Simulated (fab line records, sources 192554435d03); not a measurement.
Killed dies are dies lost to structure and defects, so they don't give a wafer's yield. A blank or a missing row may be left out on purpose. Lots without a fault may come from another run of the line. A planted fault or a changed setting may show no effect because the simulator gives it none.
Which tool did it? | flow n5_finfet | 11 lots, 33 wafers sampled, at 2 steps of a route of 1938

WHAT THE GAUGES READ, wafer by wafer
N5_BEOL_M13_CD_MEAS_17: target cd 190 nm.
lot  | measured     | on        | cd_nm (nm)
L075 | day 11 09:43 | cd_sem-03 | 190.8 190.6 189.5
L076 | day 11 21:26 | cd_sem-03 | 187.9 189.0 187.7
L078 | day 12 23:01 | cd_sem-03 | 189.1 190.0 188.0
L080 | day 13 07:26 | cd_sem-03 | 188.4 189.4 191.9
L085 | day 13 23:14 | cd_sem-01 | 190.9 188.8 189.6
L087 | day 14 06:56 | cd_sem-01 | 189.0 189.2 187.4
L084 | day 14 09:50 | cd_sem-01 | 190.7 192.1 190.1
L089 | day 14 20:32 | cd_sem-02 | 189.9 190.5 190.4
L091 | day 15 22:22 | cd_sem-01 | 190.8 191.2 191.3
L093 | day 16 08:55 | cd_sem-03 | 190.0 191.2 187.7
L097 | day 17 02:00 | cd_sem-03 | 191.2 190.0 190.1

WHICH TOOL RAN EACH LOT (tool, then ch and the chambers of the sampled wafers, then the start)
lot  | N5_BEOL_M13_STRIP_63
L075 | plasma_asher-01 ch 0,1, day 11 09:31
L076 | plasma_asher-02 ch 0,1, day 11 21:14
L078 | plasma_asher-01 ch 0,1, day 12 22:48
L080 | plasma_asher-02 ch 0,1, day 13 07:14
L085 | plasma_asher-01 ch 0,1, day 13 23:02
L087 | plasma_asher-01 ch 0,1, day 14 06:44
L084 | plasma_asher-02 ch 0,1, day 14 09:37
L089 | plasma_asher-01 ch 0, day 14 20:19
L091 | plasma_asher-01 ch 0,1, day 15 22:10
L093 | plasma_asher-02 ch 0,1, day 16 08:43
L097 | plasma_asher-02 ch 0,1, day 17 01:47
- N5_BEOL_M13_STRIP_63: strips in N2/H2.

THE ANSWER, worked out from the rows above alone
Rule: what is usual is taken from the lots themselves. Put in order of their means at a reading, lots are off if they are a third of the lots or fewer, leave a main group of 4 or more, and stand apart from it by a gap of 3 or more times the standard deviation of the main group's means; of several such gaps the widest counts. A main group whose means are all the same, to the digits that the tables above print for the reading, isn't used. A lot without any number at a reading at which 4 lots or more have one is off too. The other lots that the step has rows for count as sound.
No lot is off at any reading shown: from this, nothing can be told.

WHAT THE SIMULATOR HAD PUT IN
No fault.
